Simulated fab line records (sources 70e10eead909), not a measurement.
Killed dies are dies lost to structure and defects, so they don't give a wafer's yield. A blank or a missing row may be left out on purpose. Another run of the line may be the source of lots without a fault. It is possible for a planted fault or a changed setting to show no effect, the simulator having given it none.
fab line records | flow nand-harc
[record] lots = 24 wafers = 72 last-day = 34
route steps=1302 shown P_M1@299 P_M2@330 A_ZERO_WELL@411 A_CHANNEL_HOLE_D1@476 A_CHANNEL_FILL_D1@500
lots with no fault: from the same line, run without faults
start-h: start of the lot's first displayed wafer, in hours after the record's first day | wait-h: hours since the lot's step before | " unchanged from the row above | L1.1+2: a row that stands for several wafers | - value missing, or start not given | * or withheld: withheld | < > ~ a bound
route shown NAME@n: NAME is a module with steps in the file, n the number in the route of the first one | usual: mean/standard deviation taken from wafers without a fault | same: alike in all rows | chamber/n: place in a boat | sites: readings site by site | _std_site: how widely they spread, as a standard deviation | _edge_site: outer sites' mean less inner sites' | radius-mm: for every site, how far away it sits from the centre of the wafer | mask NAME#n: copy n | behind: the most recent tool/chamber to have shaped the wafer | hold: cause of the lot's hold/its duration in hours/its outcome | device: the n, p or np transistor that did not switch | end of line: the same wafers' tests at the end of the route | step lacking rows: just its recipe | killed: dies that structure and defects cost at the first sort, which is not the same as the wafer's yield | map: dies across one wafer; x = killed, . = not, _ = none there
set.NAME: setting as actually run; set.NAME@STEP: the setting as run at that earlier step | model.NAME: the simulator's own value behind a step, which no gauge read
a sample of lots followed through the steps of the route, with each step as a table and each wafer as a row
services: the hour from which a tool's chamber was out of use, counted from the record's first day as start-h (under 0 if before that day), plus the number of hours and why
[[steps]]
[step NHARC_P_M1_ETCH_35]
[recipe] target-depth-a = 400 overetch-a = 120 time-s = 43.94 ion-energy-ev = 200 n2-flow-sccm = 150 h2-flow-sccm = 150 ar-flow-sccm = 0 rf-w = 400 bias-w = 150 chemistry = N2/H2
[usual] drypump-motor-current-A = 5.7/0.36 oes-product-au = 1.000/0.0071 rf-vpp-V = 429.1/2.9 showerhead-plenum-p-Torr = 1.99/0.098 throttle-valve-pct = 14.171/0.0092
// columns lot.wafer tool chamber start-h wait-h drypump-motor-current-A oes-product-au rf-hours-counter-h rf-vpp-V showerhead-plenum-p-Torr throttle-valve-pct
L074.4 rie-diel-02 1 130.62 0.1 5.6 1.001 27 428.5 1.99 14.161
L074.3 " 3 " " 5.4 1.000 24 429.8 2.05 14.159
L074.6 " 0 " " 4.9 1.012 - 426.2 1.90 14.172
L075.1 rie-diel-13 3 133.85 0.1 5.4 1.010 10 433.8 2.14 14.161
L075.2 " 1 " " 5.1 1.006 10 429.9 2.00 14.165
L075.4 " 2 " " 5.6 1.006 11 428.9 1.94 14.172
L076.1 rie-diel-02 3 141.17 0.1 5.4 0.996 25 430.3 2.04 14.158
L076.4 " 1 " " 5.6 1.009 28 427.8 1.99 14.158
L076.6 " 3 " " 5.4 0.997 - 430.6 2.04 14.173
L077.1 rie-diel-05 2 159.66 0.6 6.0 0.999 6 427.1 1.92 14.184
L077.3 " 3 " " 5.8 0.996 6 435.4 2.21 14.162
L077.5 " 0 " " 5.8 1.004 - 427.3 1.91 14.172
L078.2 rie-diel-02 3 171.55 0.2 5.4 0.998 37 431.1 2.04 14.180
L078.3 " 1 " " 5.7 0.986 39 431.1 1.99 14.173
L078.4 " 2 " " 5.4 1.004 36 426.7 1.94 14.181
L079.4 rie-diel-05 3 178.36 0.1 5.8 1.014 8 435.1 2.21 14.180
L079.1 " 0 " " 5.7 1.003 9 426.5 1.91 14.177
L079.5 " 3 " " 5.8 1.008 - 434.0 2.21 14.191
L080.3 rie-diel-05 0 186.07 0.1 5.8 1.002 10 426.4 1.91 14.167
L080.4 " 1 " " 5.9 1.002 9 429.9 1.94 14.168
L080.5 " 0 " " 5.8 0.993 - 427.0 1.91 14.169
L081.2 rie-diel-05 1 202.64 0.1 5.9 1.011 11 427.9 1.94 14.182
L081.6 " 0 " " 5.7 1.007 - 425.9 1.91 14.172
L081.5 " 1 " " 5.9 1.005 - 427.5 1.94 14.179
L082.2 rie-diel-05 0 207.14 0.1 5.8 0.993 11 427.4 1.91 14.149
L082.1 " 1 " " 5.8 1.007 11 427.7 1.94 14.169
L082.6 " 2 " " 5.9 1.003 - 427.8 1.91 14.177
L083.2 rie-diel-13 2 216.20 0.1 5.6 0.993 3 427.2 1.93 14.166
L083.1 " 3 " " 5.4 0.993 3 433.8 2.14 14.186
L083.6 " 1 " " 5.1 1.003 - 429.2 2.00 14.179
L084.3 rie-diel-13 0 222.03 0.1 6.3 0.998 3 428.1 1.94 14.168
L084.1 " 2 " " 5.6 0.989 3 427.9 1.93 14.186
L084.6 " 1 " " 5.0 1.000 - 429.0 2.00 14.182
L085.1 rie-diel-13 3 237.07 0.1 5.4 0.998 5 433.7 2.14 14.165
L085.2 " 1 " " 5.0 1.003 5 428.8 2.00 14.170
L085.5 " 2 " " 5.6 0.996 - 428.6 1.93 14.175
L086.4 rie-diel-05 3 249.92 0.1 5.8 0.997 1 434.7 2.21 14.169
L086.2 " 0 " " 5.8 0.981 1 427.6 1.91 14.160
L086.6 " 0 " " 5.8 0.999 - 426.8 1.91 14.166
L087.3 rie-diel-13 1 273.60 0.1 5.0 0.996 10 429.2 2.00 14.168
L087.2 " 0 " " 6.3 1.003 9 427.9 1.94 14.159
L087.5 " 2 " " 5.6 0.989 - 426.8 1.93 14.173
L089.2 rie-diel-13 0 275.35 0.1 6.3 1.002 9 428.0 1.94 14.162
L089.4 " 1 " " 5.1 0.993 10 429.2 2.00 14.170
L089.3 " 2 " " 5.6 0.985 10 429.1 1.93 14.187
L088.2 rie-diel-05 3 275.57 0.1 5.8 1.000 1 434.8 2.21 14.181
L088.4 " 0 " " 5.7 0.998 2 426.4 1.91 14.186
L088.5 " 3 " " 5.8 0.995 - 433.8 2.21 14.159
L090.2 rie-diel-05 1 291.07 0.1 5.9 0.996 3 427.0 1.94 14.179
L090.3 " 3 " " 5.8 1.008 2 433.9 2.20 14.180
L090.4 " 0 " " 5.8 1.009 2 427.5 1.91 14.166
L091.2 rie-diel-13 2 298.41 0.1 5.6 0.986 11 425.7 1.93 14.169
L091.4 " 3 " " 5.4 0.996 12 434.2 2.14 14.153
L091.5 " 3 " " 5.4 0.993 - 434.2 2.14 14.170
L092.3 rie-diel-13 3 304.79 0.1 5.4 1.002 12 434.2 2.14 14.158
L092.1 " 1 " " 5.1 1.004 12 428.1 2.00 14.174
L092.6 " 3 " " 5.4 1.002 - 434.6 2.14 14.168
L093.1 rie-diel-05 1 320.16 0.1 5.9 1.005 4 428.1 1.94 14.182
L093.4 " 0 " " 5.8 1.014 4 426.4 1.91 14.174
L093.6 " 1 " " 5.9 1.006 - 428.2 1.94 14.168
L094.1 rie-diel-05 3 324.63 0.1 5.8 1.010 3 434.9 2.20 14.183
L094.4 " 0 " " 5.8 1.009 4 426.7 1.91 14.162
L094.2 " 1 " " 5.9 1.007 5 426.9 1.94 14.181
L095.1 rie-diel-05 2 332.74 0.1 5.9 1.004 5 425.5 1.91 14.184
L095.3 " 0 " " 5.7 1.001 5 425.3 1.91 14.165
L095.5 " 1 " " 5.9 0.999 - 428.1 1.94 14.166
L097.4 rie-diel-13 3 351.95 0.1 5.4 1.006 0 433.3 2.13 14.200
L097.1 " 1 " " 5.1 0.988 0 429.8 2.00 14.185
L097.5 " 2 " " 5.5 0.994 - 427.1 1.93 14.165
L096.2 rie-diel-13 2 352.99 0.1 5.6 0.996 0 428.2 1.93 14.163
L096.6 " 0 " " 6.3 1.011 - 428.2 1.94 14.167
L096.5 " 1 " " 5.1 0.996 - 428.5 2.00 14.166
[step NHARC_P_M1_ETCH_15]
[recipe] target-depth-a = 1825 time-s = 91.2 c4f8-flow-sccm = withheld ar-flow-sccm = 400 rf-w = 600 bias-w = 300 chemistry = C4F8/Ar
[usual] oes-product-au = 0.953/0.022 rf-vpp-V = 439.4/2.9
// columns lot.wafer tool chamber start-h wait-h oes-product-au rf-hours-counter-h rf-vpp-V
L074.3 rie-diel-02 2 - - 0.966 25 437.3
L074.4 " 0 " " 0.981 26 437.7
L074.6 " 2 " " 0.954 - 438.7
L075.2 rie-diel-13 3 - - 0.918 10 443.8
L075.1 " 0 " " 0.919 9 438.0
L075.4 " 2 " " 0.917 11 436.7
L076.1 rie-diel-02 0 - - 0.979 28 436.6
L076.4 " 2 " " 0.956 26 438.4
L076.6 " 1 " " 0.977 - 440.1
L077.1 rie-diel-05 1 - - 0.932 7 438.0
L077.3 " 0 " " 0.933 7 437.5
L077.5 " 1 " " 0.926 - 436.0
L078.3 rie-diel-02 2 - - 0.922 36 437.3
L078.4 " 3 " " 0.920 37 440.3
L078.2 " 1 " " 0.911 39 439.5
L079.1 rie-diel-05 1 - - 0.980 9 437.5
L079.4 " 2 " " 0.982 8 436.5
L079.5 " 1 " " 0.981 - 438.2
L080.4 rie-diel-05 1 - - 0.969 9 439.6
L080.3 " 3 " " 0.964 8 447.3
L080.5 " 0 " " 0.961 - 437.1
L081.2 rie-diel-05 0 - - 0.973 11 435.6
L081.5 " 0 " " 0.963 - 437.0
L081.6 " 1 " " 0.969 - 437.7
L082.1 rie-diel-05 0 - - 0.954 11 435.7
L082.2 " 1 " " 0.965 11 435.8
L082.6 " 0 " " 0.959 - 437.2
L083.1 rie-diel-13 0 - - 0.978 3 437.9
L083.2 " 1 " " 0.982 3 438.6
L083.6 " 3 " " 0.953 - 443.6
L084.3 rie-diel-13 3 - - 0.952 3 443.7
L084.1 " 2 " " 0.955 3 438.2
L084.6 " 0 " " 0.968 - 439.5
L085.1 rie-diel-13 2 - - 0.945 5 436.9
L085.2 " 0 " " 0.963 5 439.5
L085.5 " 2 " " 0.952 - 439.3
L086.4 rie-diel-05 3 - - 0.983 1 446.0
L086.2 " 1 " " 0.971 1 436.8
L086.6 " 0 " " 0.959 - 436.8
L087.2 rie-diel-13 1 - - 0.920 10 440.2
L087.3 " 2 " " 0.928 10 438.2
L087.5 " 1 " " 0.920 - 440.0
L089.4 rie-diel-13 0 - - 0.922 10 438.8
L089.3 " 1 " " 0.928 10 439.1
L089.2 " 2 " " 0.913 10 437.7
L088.4 rie-diel-05 2 - - 0.979 1 437.8
L088.2 " 1 " " 0.976 2 436.8
L088.5 " 2 " " 0.976 - 437.1
L090.2 rie-diel-05 1 - - 0.937 3 436.2
L090.3 " 3 " " 0.957 2 445.2
L090.4 " 0 " " 0.931 2 437.5
L091.2 rie-diel-13 1 - - 0.921 12 439.8
L091.4 " 2 " " 0.916 11 438.5
L091.5 " 1 " " 0.927 - 439.3
L092.3 rie-diel-13 1 - - 0.981 12 439.6
L092.1 " 2 " " 0.972 11 438.4
L092.6 " 0 " " 0.960 - 437.4
L093.4 rie-diel-05 2 - - 0.969 4 437.3
L093.1 " 1 " " 0.974 4 437.3
L093.6 " 2 " " 0.955 - 436.4
L094.1 rie-diel-05 0 - - 0.963 4 437.1
L094.2 " 1 " " 0.988 5 438.1
L094.4 " 2 " " 0.971 4 437.5
L095.1 rie-diel-05 2 - - 0.928 5 438.8
L095.3 " 0 " " 0.932 5 435.8
L095.5 " 3 " " 0.931 - 444.6
L097.1 rie-diel-13 3 - - 0.984 0 443.9
L097.4 " 0 " " 0.973 0 437.1
L097.5 " 3 " " 0.965 - 443.5
L096.2 rie-diel-13 0 - - 0.971 0 437.4
L096.5 " 2 " " 0.945 - 438.3
L096.6 " 3 " " 0.977 - 444.4
[step NHARC_P_M2_INSPECT_11]
[usual] raw-defect-count = 4.7/2.6
// columns lot.wafer tool chamber start-h wait-h raw-defect-count
L074.3 defect-inspect-02 - 134.51 0.0 5
L074.4 " - " " 8
L074.6 " - " " 4
L075.1 defect-inspect-01 - 137.74 0.0 5
L075.2 " - " " 4
L075.4 " - " " 4
L076.1 defect-inspect-02 - 145.23 0.0 6
L076.4 " - " " 5
L076.6 " - " " 7
L077.1 defect-inspect-02 - 163.52 0.0 6
L077.3 " - " " 5
L077.5 " - " " 5
L078.2 defect-inspect-01 - 175.54 0.0 5
L078.3 " - " " 2
L078.4 " - " " 3
L079.1 defect-inspect-01 - 182.31 0.0 6
L079.4 " - " " 2
L079.5 " - " " 5
L080.3 defect-inspect-01 - 190.05 0.0 4
L080.4 " - " " 4
L080.5 " - " " 5
L081.2 defect-inspect-02 - 206.70 0.0 3
L081.5 " - " " 9
L081.6 " - " " 5
L082.1 defect-inspect-01 - 211.17 0.0 4
L082.2 " - " " 4
L082.6 " - " " 3
L083.1 defect-inspect-01 - 220.13 0.0 6
L083.2 " - " " 2
L083.6 " - " " 0
L084.1 defect-inspect-02 - 226.05 0.0 2
L084.3 " - " " 3
L084.6 " - " " 4
L085.1 defect-inspect-01 - 241.06 0.0 10
L085.2 " - " " 4
L085.5 " - " " 5
L086.2 defect-inspect-01 - 253.81 0.0 4
L086.4 " - " " 4
L086.6 " - " " 5
L087.2 defect-inspect-01 - 277.64 0.0 6
L087.3 " - " " 6
L087.5 " - " " 4
L089.2 defect-inspect-01 - 279.35 0.0 7
L089.3 " - " " 2
L089.4 " - " " 3
L088.2 defect-inspect-01 - 279.68 0.0 2
L088.4 " - " " 5
L088.5 " - " " 2
L090.2 defect-inspect-01 - 294.96 0.0 3
L090.3 " - " " 6
L090.4 " - " " 6
L091.2 defect-inspect-01 - 302.45 0.0 4
L091.4 " - " " 4
L091.5 " - " " 3
L092.1 defect-inspect-01 - 308.78 0.0 4
L092.3 " - " " 2
L092.6 " - " " 3
L093.1 defect-inspect-01 - 324.02 0.0 0
L093.4 " - " " 1
L093.6 " - " " 5
L094.1 defect-inspect-02 - 328.64 0.0 18
L094.2 " - " " 14
L094.4 " - " " 10
L095.1 defect-inspect-01 - 336.77 0.0 7
L095.3 " - " " 6
L095.5 " - " " 3
L097.1 defect-inspect-02 - 355.99 0.0 5
L097.4 " - " " 8
L097.5 " - " " 2
L096.2 defect-inspect-02 - 357.09 0.0 4
L096.5 " - " " 3
L096.6 " - " " 4
[step NHARC_A_ZERO_WELL_RTA_16]
[recipe] temp-c = 1000 time-s = 10
[usual] lamp-power-pct = 30.09/0.17 lamp_zone_4_pct = 30.09/0.17 wafer_temp_C_max = 1003.5/0.69
// columns lot.wafer tool chamber start-h wait-h lamp-power-pct lamp_zone_4_pct wafer_temp_C_max
L074.3 rtp-anneal-02 0 144.30 - 30.28 30.22 1004.5
L074.4 " 0 " " 30.27 30.27 1005.0
L074.6 " 0 " " 30.27 30.25 1003.0
L075.1 rtp-anneal-02 0 147.71 - 30.26 30.29 1005.7
L075.2 " 0 " " 30.28 30.22 1004.5
L075.4 " 0 " " 30.22 30.29 1003.2
L076.1 rtp-anneal-01 0 155.58 - 29.92 29.97 1003.5
L076.4 " 0 " " 29.91 29.92 1003.2
L076.6 " 0 " " 29.94 29.92 1003.3
L077.1 rtp-anneal-02 0 173.33 - 30.23 30.19 1003.7
L077.3 " 0 " " 30.30 30.24 1003.2
L077.5 " 0 " " 30.26 30.26 1004.3
L078.2 rtp-anneal-02 0 185.23 - 30.23 30.20 1003.4
L078.3 " 0 " " 30.25 30.28 1002.7
L078.4 " 0 " " 30.30 30.19 1002.9
L079.1 rtp-anneal-01 0 192.15 - 29.94 29.92 1003.3
L079.4 " 0 " " 29.94 29.93 1003.1
L079.5 " 0 " " 29.91 29.95 1002.6
L080.3 rtp-anneal-01 0 200.27 - 29.95 29.97 1002.9
L080.4 " 0 " " 29.96 29.88 1004.3
L080.5 " 0 " " 30.01 29.95 1003.0
L081.2 rtp-anneal-02 0 216.59 - 30.26 30.22 1003.9
L081.5 " 0 " " 30.31 30.21 1003.1
L081.6 " 0 " " 30.28 30.26 1003.0
L082.1 rtp-anneal-01 0 220.97 - 30.02 29.95 1003.7
L082.2 " 0 " " 29.92 29.90 1002.7
L082.6 " 0 " " 29.93 29.93 1002.7
L083.1 rtp-anneal-02 0 229.77 - 30.21 30.24 1003.8
L083.2 " 0 " " 30.21 30.25 1004.0
L083.6 " 0 " " 30.18 30.25 1003.5
L084.1 rtp-anneal-01 0 235.89 - 29.95 29.93 1003.0
L084.3 " 0 " " 29.90 29.96 1003.3
L084.6 " 0 " " 29.91 29.92 1003.2
L085.1 rtp-anneal-01 0 251.22 - 29.92 29.94 1003.7
L085.2 " 0 " " 29.87 29.91 1002.8
L085.5 " 0 " " 29.95 29.85 1003.8
L086.2 rtp-anneal-01 0 263.75 - 29.92 29.88 1003.4
L086.4 " 0 " " 29.93 29.89 1003.7
L086.6 " 0 " " 29.92 29.93 1006.6
L087.2 rtp-anneal-01 0 287.90 - 29.97 29.89 1003.2
L087.3 " 0 " " 29.94 29.85 1002.9
L087.5 " 0 " " 29.89 29.91 1004.0
L089.2 rtp-anneal-02 0 289.02 - 30.22 30.23 1004.0
L089.3 " 0 " " 30.19 30.26 1004.4
L089.4 " 0 " " 30.25 30.28 1003.3
L088.2 rtp-anneal-01 0 289.52 - 29.95 29.91 1003.0
L088.4 " 0 " " 29.94 29.93 1003.5
L088.5 " 0 " " 29.95 29.91 1004.5
L090.2 rtp-anneal-01 0 304.83 - 29.93 29.88 1003.6
L090.3 " 0 " " 29.94 29.98 1003.9
L090.4 " 0 " " 29.91 30.00 1004.3
L091.2 rtp-anneal-02 0 313.43 0.2 30.24 30.23 1002.8
L091.4 " 0 " " 30.30 30.24 1001.5
L091.5 " 0 " " 30.27 30.23 1003.4
L092.1 rtp-anneal-02 0 318.54 0.1 30.30 30.23 1003.2
L092.3 " 0 " " 30.27 30.26 1003.5
L092.6 " 0 " " 30.27 30.26 1003.6
L093.1 rtp-anneal-01 0 333.84 0.1 29.89 29.97 1003.2
L093.4 " 0 " " 29.90 29.93 1003.1
L093.6 " 0 " " 29.92 29.91 1004.4
L094.1 rtp-anneal-02 0 338.70 - 30.30 30.25 1004.3
L094.2 " 0 " " 30.22 30.28 1003.3
L094.4 " 0 " " 30.22 30.26 1003.4
L095.1 rtp-anneal-01 0 346.91 - 29.92 29.88 1004.0
L095.3 " 0 " " 29.87 29.89 1003.4
L095.5 " 0 " " 29.94 29.91 1002.5
L097.1 rtp-anneal-02 0 367.01 - 30.27 30.27 1004.9
L097.4 " 0 " " 30.22 30.26 1004.4
L097.5 " 0 " " 30.26 30.33 1003.5
L096.2 rtp-anneal-02 0 367.21 - 30.24 30.28 1003.7
L096.5 " 0 " " 30.26 30.27 1002.6
L096.6 " 0 " " 30.32 30.28 1002.9
[step NHARC_A_CHANNEL_HOLE_D1_ETCH_24]
[recipe] bias-v = 5000 source-w = withheld pressure-mtorr = 20 time-s = 906.2 ar-flow-sccm = 375 c4f8-flow-sccm = 93.8 o2-flow-sccm = 31.2 temp-c = -20 target-depth-a = 15000 chemistry = C4F8/O2/Ar
[usual] drypump-motor-current-A = 6.1/0.42 showerhead-plenum-p-Torr = 3.60/0.11 throttle-valve-pct = 32.234/0.0096
// columns lot.wafer tool chamber start-h wait-h drypump-motor-current-A rf-hours-counter-h showerhead-plenum-p-Torr throttle-valve-pct
L075.1 har-etch-02 0 188.04 0.6 6.8 292 3.50 32.257
L075.2 " 1 " " 5.9 292 3.69 32.236
L075.4 " 1 " " 5.9 - 3.69 32.223
L074.4 har-etch-01 1 189.91 0.6 5.7 - 3.72 32.223
L074.3 " 0 " " 6.1 - 3.56 32.210
L074.6 " 0 " " 6.1 - 3.56 32.228
L076.1 har-etch-01 0 199.58 0.6 6.1 94 3.56 32.238
L076.4 " 0 " " 6.1 - 3.56 32.238
L076.6 " 0 " " 6.1 - 3.56 32.239
L077.1 har-etch-02 0 215.71 0.6 6.8 307 3.49 32.243
L077.3 " 1 " " 5.9 - 3.68 32.241
L077.5 " 0 " " 6.8 - 3.49 32.226
L078.2 har-etch-01 0 228.78 0.6 6.1 109 3.55 32.227
L078.4 " 1 " " 5.7 - 3.71 32.241
L078.3 " 0 " " 6.1 - 3.55 32.229
L079.1 har-etch-02 1 235.91 0.6 6.0 315 3.68 32.229
L079.4 " 0 " " 6.8 - 3.49 32.247
L079.5 " 0 " " 6.8 - 3.49 32.227
L080.4 har-etch-02 0 247.72 0.6 6.8 - 3.48 32.227
L080.3 " 1 " " 5.9 - 3.67 32.236
L080.5 " 1 " " 5.9 - 3.67 32.246
L082.1 har-etch-02 1 269.88 0.6 5.9 334 3.67 32.246
L082.2 " 0 " " 6.8 334 3.48 32.229
L082.6 " 0 " " 6.8 - 3.48 32.245
L081.2 har-etch-01 1 273.59 0.6 5.7 140 3.70 32.232
L081.6 " 0 " " 6.1 - 3.54 32.238
L081.5 " 1 " " 5.7 - 3.70 32.241
L083.1 har-etch-01 0 277.63 0.6 6.1 144 3.53 32.231
L083.2 " 1 " " 5.7 144 3.70 32.228
L083.6 " 1 " " 5.7 - 3.69 32.235
L084.1 har-etch-02 1 278.23 0.6 5.9 341 3.66 32.230
L084.3 " 1 " " 5.9 - 3.66 32.221
L084.6 " 0 " " 6.8 - 3.47 32.242
L085.1 har-etch-01 0 293.79 0.6 6.1 155 3.53 32.250
L085.2 " 1 " " 5.7 155 3.69 32.232
L085.5 " 0 " " 6.1 - 3.53 32.230
L086.2 har-etch-01 1 307.49 0.6 5.7 163 3.68 32.252
L086.4 " 1 " " 5.7 - 3.68 32.240
L086.6 " 0 " " 6.1 - 3.52 32.246
L087.2 har-etch-01 1 330.32 0.6 5.7 174 3.68 32.231
L087.3 " 0 " " 6.1 - 3.52 32.210
L087.5 " 1 " " 5.7 - 3.68 32.228
L088.2 har-etch-02 0 332.80 1.2 6.8 - 3.45 32.227
L088.4 " 0 " " 6.8 - 3.45 32.239
L088.5 " 0 " " 6.8 - 3.45 32.242
L089.2 har-etch-01 0 334.62 0.6 6.1 178 3.52 32.235
L089.3 " 1 " " 5.7 - 3.68 32.216
L089.4 " 0 " " 6.1 - 3.52 32.230
L090.2 har-etch-02 1 348.54 0.6 5.9 357 3.65 32.227
L090.4 " 1 " " 5.9 - 3.65 32.228
L090.3 " 0 " " 6.8 - 3.45 32.232
L091.2 har-etch-02 1 359.19 0.6 6.0 361 3.65 32.225
L091.4 " 1 " " 5.9 - 3.65 32.232
L091.5 " 0 " " 6.8 - 3.45 32.234
L092.1 har-etch-02 0 367.75 0.6 6.8 396 3.44 32.235
L092.3 " 0 " " 6.7 - 3.44 32.243
L092.6 " 0 " " 6.8 - 3.44 32.223
L093.1 har-etch-01 1 385.16 0.6 5.7 208 3.66 32.233
L093.4 " 1 " " 5.7 - 3.66 32.234
L093.6 " 1 " " 5.7 - 3.66 32.231
L094.1 har-etch-01 1 393.48 0.6 5.7 215 3.66 32.228
L094.2 " 0 " " 6.1 215 3.50 32.234
L094.4 " 0 " " 6.1 - 3.50 32.237
L095.1 har-etch-02 0 397.95 0.6 6.8 2 3.93 32.223
L095.3 " 0 " " 6.8 - 3.93 32.238
L095.5 " 1 " " 5.9 - 3.65 32.243
L096.2 har-etch-02 1 417.94 0.6 5.9 21 3.64 32.248
L096.6 " 0 " " 6.8 - 3.92 32.251
L096.5 " 1 " " 5.9 - 3.64 32.240
L097.1 har-etch-01 1 418.57 0.6 5.7 231 3.65 32.231
L097.4 " 0 " " 6.1 - 3.49 32.236
L097.5 " 0 " " 6.1 - 3.49 32.235
[step NHARC_A_CHANNEL_FILL_D1_ETCHBACK_20]
[recipe] target-depth-a = 270 time-s = 13.5 c4f8-flow-sccm = withheld o2-flow-sccm = 8 ar-flow-sccm = withheld rf-w = 600 bias-w = 1500 chemistry = C4F8/O2/Ar
[usual] oes-product-au = 0.96/0.037 rf-vpp-V = 977/5.3
// columns lot.wafer tool chamber start-h wait-h oes-product-au rf-hours-counter-h rf-vpp-V
L075.4 rie-diel-11 3 215.99 - 0.92 4.8 974
L075.1 " 0 " " 0.93 6.1 979
L075.2 " 1 " " 0.92 5.9 977
L074.3 rie-diel-05 2 215.99 - 0.93 10.4 970
L074.4 " 0 " " 0.93 - 972
L074.6 " 2 " " 0.93 - 970
L076.1 rie-diel-08 3 227.31 - 0.94 1.4 979
L076.4 " 0 " " 0.93 1.5 984
L076.6 " 3 " " 0.92 - 980
L077.1 rie-diel-11 2 243.71 - 0.93 7.3 972
L077.3 " 0 " " 0.92 7.3 980
L077.5 " 3 " " 0.92 - 974
L078.4 rie-diel-05 3 256.87 - 0.99 0.9 986
L078.2 " 0 " " 1.00 0.9 969
L078.3 " 2 " " 0.99 0.2 972
L079.4 rie-diel-05 3 263.85 - 0.92 1.0 988
L079.1 " 0 " " 0.93 1.1 969
L079.5 " 1 " " 0.91 - 973
L080.3 rie-diel-11 3 275.53 - 1.01 0.8 975
L080.4 " 0 " " 1.02 - 979
L080.5 " 3 " " 1.01 - 974
L082.1 rie-diel-08 1 298.33 - 0.92 4.6 977
L082.2 " 2 " " 0.92 5.4 979
L082.6 " 2 " " 0.93 - 980
L081.2 rie-diel-08 3 301.53 - 0.93 5.3 980
L081.5 " 0 " " 0.93 - 984
L081.6 " 1 " " 0.93 - 975
L084.1 rie-diel-11 0 309.13 - 1.00 2.0 981
L084.3 " 3 " " 1.00 1.9 974
L084.6 " 0 " " 1.00 - 981
L083.1 rie-diel-05 0 309.15 - 1.00 3.4 970
L083.2 " 2 " " 1.01 3.2 971
L083.6 " 0 " " 1.01 - 970
L085.2 rie-diel-08 1 323.18 - 0.93 5.2 976
L085.1 " 3 " " 0.93 5.8 981
L085.5 " 2 " " 0.94 - 982
L086.2 rie-diel-05 3 337.10 - 0.94 4.4 988
L086.4 " 1 " " 0.94 5.7 973
L086.6 " 3 " " 0.94 - 988
L087.3 rie-diel-11 1 358.75 - 1.01 3.7 976
L087.2 " 2 " " 1.01 4.5 972
L087.5 " 0 " " 1.01 - 979
L089.3 rie-diel-11 1 363.15 - 0.92 3.7 977
L089.4 " 2 " " 0.92 4.5 973
L089.2 " 0 " " 0.92 3.9 978
L088.2 rie-diel-05 3 363.15 - 0.91 6.5 988
L088.4 " 0 " " 0.92 7.5 971
L088.5 " 0 " " 0.93 - 969
L090.2 rie-diel-08 3 378.92 - 0.99 0 980
L090.4 " 0 " " 1.00 0 983
L090.3 " 1 " " 1.00 0 976
L091.4 rie-diel-08 0 387.33 - 0.99 0.1 983
L091.2 " 1 " " 0.98 0.1 977
L091.5 " 1 " " 1.00 - 977
L092.3 rie-diel-05 3 395.92 - 0.91 7.5 987
L092.1 " 1 " " 0.92 9.0 971
L092.6 " 0 " " 0.93 - 970
L093.1 rie-diel-11 2 418.48 - 0.93 8.7 973
L093.4 " 1 " " 0.93 - 976
L093.6 " 2 " " 0.93 - 972
L094.1 rie-diel-08 3 425.00 - 1.00 1.5 978
L094.2 " 0 " " 1.00 1.6 984
L094.4 " 1 " " 1.01 1.6 976
L095.3 rie-diel-05 0 428.91 - 1.00 0.2 970
L095.1 " 2 " " 1.00 0.3 969
L095.5 " 3 " " 1.00 - 990
L096.2 rie-diel-11 3 451.63 - 1.00 0.1 975
L096.5 " 2 " " 1.00 - 972
L096.6 " 3 " " 1.00 - 974
L097.1 rie-diel-08 1 451.63 - 0.96 2.9 977
L097.4 " 3 " " 0.97 3.1 979
L097.5 " 0 " " 0.98 - 982
[[services]]
// columns tool chamber start-h hours kind
rie-diel-05 3 151.34 6.8 repair
rie-diel-13 - 165.00 9.0 pm
rie-diel-11 1 179.52 4.2 repair
har-etch-02 - 181.89 4.0 repair
rie-diel-11 3 189.08 8.6 repair
rie-diel-08 - 190.80 9.0 pm
rie-diel-05 3 197.69 20.2 repair
rie-diel-11 3 202.24 6.2 repair
rie-diel-05 - 229.60 9.0 pm
rie-diel-08 1 238.27 7.7 repair
rie-diel-08 - 242.98 0.8 repair
har-etch-02 - 255.90 7.7 repair
rie-diel-13 2 261.36 6.1 repair
rie-diel-05 3 267.31 5.5 repair
rie-diel-05 3 310.83 8.0 repair
rie-diel-13 2 313.72 8.4 repair
rie-diel-13 1 326.52 4.1 repair
rie-diel-13 - 342.00 9.0 pm
rtp-anneal-01 - 372.01 12.0 pm
har-etch-02 - 378.82 17.0 pm
rie-diel-13 3 396.66 26.0 repair
rie-diel-05 2 399.40 8.0 repair
rie-diel-13 0 399.77 27.6 repair
rie-diel-05 - 406.60 9.0 pm
[[key]]
fault none
